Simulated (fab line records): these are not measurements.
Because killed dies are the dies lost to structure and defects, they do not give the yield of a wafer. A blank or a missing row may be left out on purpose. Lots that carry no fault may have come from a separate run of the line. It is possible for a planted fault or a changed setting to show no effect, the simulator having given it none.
fab line records	flow nand-harc
[record] lots = 12	wafers = 36	last-day = 33
route steps=1302 shown A_WL_FILL@977 A_CONTACT@1002 END@1302
lots that met no fault: taken from a fault-free run of the same line
start-h: start of the lot's first displayed wafer, in hours after the record's first day	wait-h: hours from the lot's prior step to this one	" same as the row above	L1.1+2: a single row standing in for several wafers	- no value, or no start was given	* or withheld: withheld	< > ~ a bound
route shown NAME@n: names a module that has steps shown in the file, with the first one's number in the route	usual: mean/standard deviation taken from wafers without a fault	same: alike in all rows	chamber/n: place in a boat	sites: each site's reading	_std_site: the standard deviation of these	_edge_site: inner sites' mean taken away from outer sites' mean	radius-mm: for every site, how far away it sits from the centre of the wafer	mask NAME#n: copy n	behind: the most recent tool/chamber to have shaped the wafer	hold: cause of the lot's hold/its duration in hours/its outcome	device: whichever transistor did not switch (one of n, p or np)	end of line: tests of these same wafers at the route's end	for a step that has no rows: nothing shown but its recipe	killed: dies lost to structure and defects at the first sort, not the wafer's yield	map: a wafer's dies, x killed, . not, _ none there
set.NAME: the setting that was run; set.NAME@STEP: the one run at that earlier step	model.NAME: the simulator's own value behind a step, which no gauge read
a sample of lots followed through the steps of the route, with each step as a table and each wafer as a row
services: a tool's chamber out of use, with start hour (start-h, from the record's first day; less than 0 if before it), hours out, and reason
[[steps]]
[step NHARC_A_WL_FILL_CMP_12]
[recipe] t-overpolish-s = 30	target-thk-nm = 100
[usual] motor-current-A = 11.8/1.2	overpolish-run-s = 29.999/0.0094	time-to-endpoint-s = 20.0/2.8
lot.wafer	tool	chamber	start-h	wait-h	motor-current-A	overpolish-run-s	time-to-endpoint-s
L488.1	cmp-04	3	501.03	0.2	12.0	29.982	17.2
L488.2	"	0	"	"	11.7	29.997	18.6
L488.6	"	2	"	"	9.7	30.009	17.5
L490.4	cmp-02	2	512.66	0.1	10.5	29.992	22.9
L490.1	"	3	"	"	12.3	30.002	17.6
L490.6	"	2	"	"	11.4	29.988	23.6
L492.4	cmp-04	2	530.12	0.1	10.6	30.017	21.1
L492.2	"	3	"	"	12.4	30.013	19.5
L492.6	"	1	"	"	11.8	29.993	24.8
L493.2	cmp-04	1	545.02	0.2	12.1	30.005	24.5
L493.5	"	3	"	"	12.9	30.003	18.1
L493.6	"	0	"	"	12.5	29.976	20.8
L498.2	cmp-02	3	593.97	0.2	12.1	29.995	20.8
L498.4	"	2	"	"	10.6	30.012	21.6
L498.5	"	0	"	"	10.8	30.005	18.2
L499.1	cmp-02	3	600.09	0.2	11.7	30.017	17.5
L499.6	"	3	"	"	12.8	29.997	17.6
L499.5	"	0	"	"	11.0	30.008	16.4
L502.3	cmp-04	3	633.63	0.1	12.5	30.005	21.6
L502.2	"	0	"	"	12.1	30.022	21.7
L502.6	"	2	"	"	10.4	29.997	22.0
L507.4	cmp-02	1	676.89	0.1	13.3	29.997	16.4
L507.1	"	3	"	"	12.3	30.011	18.6
L507.5	"	0	"	"	10.7	30.004	17.5
L505.4	cmp-04	3	676.91	0.1	12.3	30.005	16.7
L505.6	"	1	"	"	12.3	30.002	20.9
L505.5	"	2	"	"	10.2	30.010	13.5
L508.3	cmp-04	2	688.60	0.1	10.4	29.990	19.1
L508.4	"	0	"	"	12.4	29.989	18.9
L508.1	"	1	"	"	12.4	30.002	24.7
L509.1	cmp-04	3	695.37	0.2	12.2	29.998	19.6
L509.3	"	0	"	"	12.5	29.996	20.1
L509.6	"	2	"	"	10.1	29.980	21.6
L510.4	cmp-04	1	710.07	0.1	12.1	30.005	24.3
L510.2	"	3	"	"	11.7	29.991	21.4
L510.5	"	1	"	"	12.6	30.004	23.9
[step NHARC_A_CONTACT_ETCH_49]
[recipe] target-depth-a = 2600	over-etch-frac = 0.3	time-s = 475.3	ion-energy-ev = 200	n2-flow-sccm = 150	h2-flow-sccm = 150	ar-flow-sccm = 0	rf-w = 400	bias-w = 150	chemistry = N2/H2
[usual] drypump-motor-current-A = 5.7/0.45	oes-product-au = 0.997/0.0096	rf-vpp-V = 431.3/2.6	showerhead-plenum-p-Torr = 2.06/0.096	throttle-valve-pct = 14.171/0.0089
lot.wafer	tool	chamber	start-h	wait-h	drypump-motor-current-A	oes-product-au	rf-hours-counter-h	rf-vpp-V	showerhead-plenum-p-Torr	throttle-valve-pct
L488.1	rie-diel-11	3	508.34	-	5.4	1.007	10	432.8	2.12	14.163
L488.2	"	0	"	"	5.9	1.010	11	434.1	2.17	14.180
L488.6	"	1	"	"	5.8	0.996	-	429.2	1.96	14.176
L490.4	rie-diel-11	1	519.18	-	5.7	0.988	12	429.6	1.96	14.173
L490.1	"	3	"	"	5.4	0.996	11	432.6	2.12	14.174
L490.6	"	2	"	"	5.2	1.000	-	432.3	2.11	14.168
L492.2	rie-diel-13	1	536.66	-	5.5	0.987	2	435.1	2.20	14.163
L492.4	"	3	"	"	6.6	0.996	3	426.0	1.89	14.154
L492.6	"	1	"	"	5.5	0.999	-	435.1	2.20	14.166
L493.2	rie-diel-13	3	551.67	-	6.6	0.989	12	427.4	1.89	14.176
L493.5	"	2	"	"	5.9	1.005	-	429.7	2.03	14.183
L493.6	"	3	"	"	6.6	0.981	-	426.9	1.89	14.181
L498.4	rie-diel-11	0	600.51	-	6.0	1.001	24	434.5	2.17	14.174
L498.2	"	1	"	"	5.8	1.000	24	429.2	1.95	14.171
L498.5	"	0	"	"	6.0	1.002	-	433.4	2.17	14.176
L499.1	rie-diel-11	3	607.52	-	5.4	1.002	27	432.3	2.11	14.166
L499.5	"	0	"	"	6.0	0.995	-	433.1	2.17	14.147
L499.6	"	1	"	"	5.8	0.997	-	426.9	1.95	14.171
L502.2	rie-diel-11	0	639.92	-	6.0	0.861	4	432.2	2.16	14.180
L502.3	"	2	"	"	5.2	0.990	3	431.6	2.10	14.177
L502.6	"	0	"	"	6.0	0.865	-	433.0	2.16	14.175
L507.4	rie-diel-04	2	683.23	-	6.0	1.013	52	434.7	2.18	14.184
L507.1	"	3	"	"	6.4	0.979	53	427.7	1.95	14.168
L507.5	"	0	"	"	6.1	0.982	-	430.8	2.08	14.169
L505.6	rie-diel-13	1	683.63	-	5.5	0.984	-	434.2	2.18	14.159
L505.4	"	2	"	"	5.9	1.019	-	429.2	2.01	14.160
L505.5	"	0	"	"	5.9	0.986	-	427.2	1.94	14.173
L508.1	rie-diel-11	3	695.11	-	5.4	1.014	8	434.1	2.11	14.182
L508.3	"	2	"	"	5.2	0.986	13	432.0	2.10	14.169
L508.4	"	0	"	"	6.0	1.003	-	434.0	2.16	14.167
L509.1	rie-diel-04	3	704.80	-	6.4	1.000	64	428.2	1.94	14.169
L509.3	"	0	"	"	6.1	0.984	57	431.3	2.08	14.159
L509.6	"	2	"	"	6.0	1.007	-	433.7	2.18	14.163
L510.4	rie-diel-11	2	716.87	-	5.2	0.991	18	432.0	2.10	14.155
L510.2	"	3	"	"	5.5	1.017	14	432.6	2.11	14.171
L510.5	"	2	"	"	5.2	1.001	-	431.8	2.10	14.175
[step NHARC_A_CONTACT_ETCH_120]
[recipe] source-w = withheld	pressure-mtorr = 20	bias-v = 3000	time-s = 190	target-depth-a = 18500	ar-flow-sccm = withheld	c4f8-flow-sccm = withheld	o2-flow-sccm = withheld	chemistry = C4F8/O2/Ar
[usual] oes-air-line-au = 0.999/0.021
lot.wafer	tool	chamber	start-h	wait-h	oes-air-line-au	rf-hours-counter-h
L488.1	har-cap-etch-03	1	511.77	0.1	0.986	45
L488.2	"	0	"	"	0.995	45
L488.6	"	1	"	"	0.972	-
L490.1	har-cap-etch-02	1	522.39	0.1	0.983	91
L490.4	"	0	"	"	1.012	-
L490.6	"	0	"	"	0.995	-
L492.2	har-cap-etch-03	0	539.83	0.1	1.024	53
L492.4	"	0	"	"	1.014	-
L492.6	"	0	"	"	1.022	-
L493.2	har-cap-etch-01	0	555.33	0.1	1.011	8
L493.6	"	0	"	"	1.013	-
L493.5	"	1	"	"	0.990	-
L498.2	har-cap-etch-02	1	603.83	0.1	1.008	103
L498.4	"	1	"	"	0.960	-
L498.5	"	0	"	"	1.015	-
L499.1	har-cap-etch-01	0	610.66	0.1	1.005	15
L499.6	"	1	"	"	0.967	-
L499.5	"	0	"	"	1.026	-
L502.2	har-cap-etch-03	1	643.16	0.1	0.973	70
L502.3	"	1	"	"	0.929	-
L502.6	"	1	"	"	0.968	-
L507.1	har-cap-etch-01	0	686.40	0.1	1.010	29
L507.4	"	1	"	"	1.004	-
L507.5	"	1	"	"	1.024	-
L505.4	har-cap-etch-03	1	690.87	0.1	0.997	-
L505.5	"	0	"	"	0.988	-
L505.6	"	1	"	"	0.989	-
L508.1	har-cap-etch-02	1	698.66	0.1	1.025	122
L508.3	"	1	"	"	1.042	-
L508.4	"	0	"	"	1.009	-
L509.1	har-cap-etch-01	1	707.98	0.1	1.034	35
L509.3	"	1	"	"	1.014	-
L509.6	"	1	"	"	1.019	-
L510.2	har-cap-etch-03	0	720.14	0.1	0.977	87
L510.4	"	1	"	"	0.997	-
L510.5	"	0	"	"	1.009	-
[step NHARC_A_CONTACT_ETCH_122]
[recipe] source-w = withheld	pressure-mtorr = 20	bias-v = 3000	time-s = 190	target-depth-a = 18500	ar-flow-sccm = withheld	c4f8-flow-sccm = withheld	o2-flow-sccm = withheld	chemistry = C4F8/O2/Ar
[usual] oes-air-line-au = 1.000/0.019
lot.wafer	tool	chamber	start-h	wait-h	oes-air-line-au	rf-hours-counter-h
L488.1	har-cap-etch-03	1	512.11	0.1	0.991	45
L488.2	"	0	"	"	0.972	45
L488.6	"	1	"	"	1.013	-
L490.1	har-cap-etch-02	1	522.73	0.1	1.022	91
L490.4	"	0	"	"	1.029	-
L490.6	"	0	"	"	1.012	-
L492.2	har-cap-etch-03	0	540.17	0.1	0.993	53
L492.4	"	0	"	"	1.004	-
L492.6	"	0	"	"	1.014	-
L493.2	har-cap-etch-01	0	555.68	0.1	1.013	8
L493.6	"	0	"	"	1.001	-
L493.5	"	1	"	"	0.997	-
L498.2	har-cap-etch-02	1	604.17	0.1	0.982	103
L498.4	"	1	"	"	0.978	-
L498.5	"	0	"	"	0.996	-
L499.1	har-cap-etch-01	0	611.00	0.1	0.977	15
L499.6	"	1	"	"	1.023	-
L499.5	"	0	"	"	0.981	-
L502.2	har-cap-etch-03	1	643.50	0.1	0.978	71
L502.3	"	1	"	"	0.998	-
L502.6	"	1	"	"	1.008	-
L507.1	har-cap-etch-01	0	686.74	0.1	0.986	30
L507.4	"	1	"	"	0.972	-
L507.5	"	1	"	"	0.973	-
L505.4	har-cap-etch-03	1	691.21	0.1	0.972	-
L505.5	"	0	"	"	1.017	-
L505.6	"	1	"	"	0.972	-
L508.1	har-cap-etch-02	1	699.00	0.1	0.960	122
L508.3	"	1	"	"	0.986	-
L508.4	"	0	"	"	1.001	-
L509.1	har-cap-etch-01	1	708.31	0.1	1.007	35
L509.3	"	1	"	"	1.009	-
L509.6	"	1	"	"	0.996	-
L510.2	har-cap-etch-03	0	720.49	0.1	1.021	87
L510.4	"	1	"	"	0.991	-
L510.5	"	0	"	"	1.021	-
[step NHARC_END_SORT_01]
[recipe] temp-c = 25
[usual] killed-at-array = 55/20	killed-at-other = 1.2/1.3	killed-at-periphery = 4.0/3	killed-dies = 60/21	killed-open = 3.2/1.9	killed-short = 2.5/1.6
[same] gross-dies = 677
lot.wafer	tool	chamber	start-h	wait-h	killed-at-array	killed-at-other	killed-at-periphery	killed-dies	killed-open	killed-short
L492.2	prober-02	0	606.74	2.8	61	4	1	66	4	5
L492.4	prober-02	0	608.32	3.4	52	1	0	53	6	0
L492.6	prober-02	0	609.90	4.0	55	2	3	60	4	2
L499.5	prober-01	0	687.89	3.7	52	3	6	61	4	1
L499.6	prober-01	0	688.69	4.0	65	1	2	68	2	3
L502.2	prober-02	0	715.50	2.8	56	1	4	61	3	6
L505.4	prober-02	0	767.45	3.4	43	2	13	58	6	3
L505.5	prober-02	0	768.25	3.7	49	3	12	64	2	1
L505.6	prober-02	0	769.05	4.0	44	2	12	58	4	0
// killed by level:class
L492.2 A_CHANNEL_HOLE_D1:chamber-film-flake=35 A_CHANNEL_HOLE_D2:chamber-film-flake=11 THIN_TSV:chamber-film-flake=4 A_ONON_D1:geometric-particle:short=2 A_CHANNEL_FILL_D1:chamber-film-flake=2 A_CONTACT:chamber-film-flake=2 A_M1:chamber-film-flake=2 P_CONTACT:geometric-particle:open=1
L492.4 A_CHANNEL_HOLE_D1:chamber-film-flake=27 A_CHANNEL_HOLE_D2:chamber-film-flake=11 A_BLC:geometric-particle:open=2 A_M0:geometric-particle:open=2 A_CHANNEL_FILL_D1:chamber-film-flake=2 A_CHANNEL_FILL_D2:geometric-particle:open=1 A_SGD_CUT:geometric-particle:open=1 A_DECK1_JOINT:chamber-film-flake=1
L492.6 A_CHANNEL_HOLE_D1:chamber-film-flake=31 A_CHANNEL_HOLE_D2:chamber-film-flake=17 A_SLIT:chamber-film-flake=2 THIN_TSV:chamber-film-flake=2 P_GATE:geometric-particle:open=1 P_M1:geometric-particle:open=1 A_SGD_CUT:geometric-particle:open=1 A_WL_FILL:geometric-particle:short=1
L499.5 A_SLIT:chamber-film-flake=17 A_CHANNEL_HOLE_D2:chamber-film-flake=12 A_CHANNEL_HOLE_D1:chamber-film-flake=8 A_CONTACT:chamber-film-flake=7 A_STAIRCASE:chamber-film-flake=3 P_GATE:chamber-film-flake=2 P_BONDPAD:chamber-film-flake=2 THIN_TSV:chamber-film-flake=2
L499.6 A_SLIT:chamber-film-flake=31 A_CHANNEL_HOLE_D2:chamber-film-flake=15 A_CHANNEL_HOLE_D1:chamber-film-flake=5 A_STAIRCASE:chamber-film-flake=3 A_WL_FILL:chamber-film-flake=3 A_CONTACT:chamber-film-flake=3 A_ONON_D1:geometric-particle:short=1 A_DECK1_JOINT:geometric-particle:short=1
L502.2 A_CHANNEL_HOLE_D1:chamber-film-flake=28 A_CONTACT:area-etch=8 A_STAIRCASE:chamber-film-flake=4 A_SLIT:chamber-film-flake=3 A_SGD_CUT:chamber-film-flake=3 P_M1:geometric-particle:short=1 A_SOURCE_PLATE:geometric-particle:short=1 A_CHANNEL_FILL_D1:geometric-particle:open=1
L505.4 A_SLIT:chamber-film-flake=18 P_M2:chamber-film-flake=6 A_DECK1_JOINT:chamber-film-flake=4 A_STAIRCASE:chamber-film-flake=4 A_CONTACT:chamber-film-flake=4 P_ZERO_WELL:chamber-film-flake=3 P_GATE:chamber-film-flake=3 A_CHANNEL_HOLE_D1:chamber-film-flake=3
L505.5 A_SLIT:chamber-film-flake=29 A_CHANNEL_HOLE_D1:chamber-film-flake=11 P_M2:chamber-film-flake=5 A_STAIRCASE:chamber-film-flake=4 P_ZERO_WELL:chamber-film-flake=3 P_GATE:chamber-film-flake=3 HYBRID_BOND:chamber-film-flake=3 A_WL_FILL:chamber-film-flake=2
L505.6 A_SLIT:chamber-film-flake=19 A_CHANNEL_HOLE_D1:chamber-film-flake=7 A_WL_FILL:chamber-film-flake=6 P_M2:chamber-film-flake=5 A_DECK1_JOINT:chamber-film-flake=4 A_CHANNEL_FILL_D1:geometric-particle:open=2 P_STI:chamber-film-flake=2 P_GATE:chamber-film-flake=2
[[services]]
tool	chamber	start-h	hours	kind
rie-diel-11	1	478.19	2.9	repair
har-cap-etch-01	-	497.00	17.0	pm
cmp-04	-	499.14	0.3	repair
rie-diel-13	1	502.11	6.3	repair
cmp-04	-	503.12	4.0	pm
rie-diel-13	3	503.17	2.0	repair
cmp-02	-	503.80	2.2	repair
cmp-02	-	518.08	2.4	repair
rie-diel-13	-	519.06	9.0	pm
cmp-02	-	526.50	4.0	pm
cmp-02	-	531.11	1.3	repair
rie-diel-11	0	533.94	3.5	repair
cmp-04	-	558.53	2.8	repair
cmp-02	-	583.09	1.7	repair
rie-diel-13	0	590.19	16.5	repair
cmp-02	-	597.81	1.5	repair
cmp-04	-	601.12	4.0	pm
rie-diel-11	-	609.67	9.0	pm
cmp-02	-	624.50	4.0	pm
rie-diel-11	3	648.17	8.8	repair
rie-diel-11	3	676.77	15.5	repair
rie-diel-11	1	690.05	7.9	repair
cmp-04	-	699.12	4.0	pm
har-cap-etch-02	-	703.21	76.0	repair
[[key]]
[first-sign] step = NHARC_A_CONTACT_ETCH_49	reading = oes-product-au	direction = down	sigmas = 14	usual = 0.997	struck = 0.863
effect none on later readings
met-at NHARC_A_CONTACT_ETCH_49
struck-lots L502
struck-wafers L502.2,L502.6
tester-left-out L502
not-acting-at NHARC_A_WL_FILL_CMP_12,NHARC_A_CONTACT_ETCH_120,NHARC_A_CONTACT_ETCH_122
onset-between 607.52 639.92
[fault] kind = process-parameter-drift	tool = rie-diel-11	chamber = 0	onset-h = 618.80	steps = NHARC_A_CONTACT_ETCH_49	channel = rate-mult	offset = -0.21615	shape = step	end-h = 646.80
// tester-left-out: of these lots the tester's yield and bins aren't shown, on N5 and GAA mostly nor the transistor test; their killed dies are dies lost to structure and defects alone, not to doping, threshold or leakage, so they don't give the yield
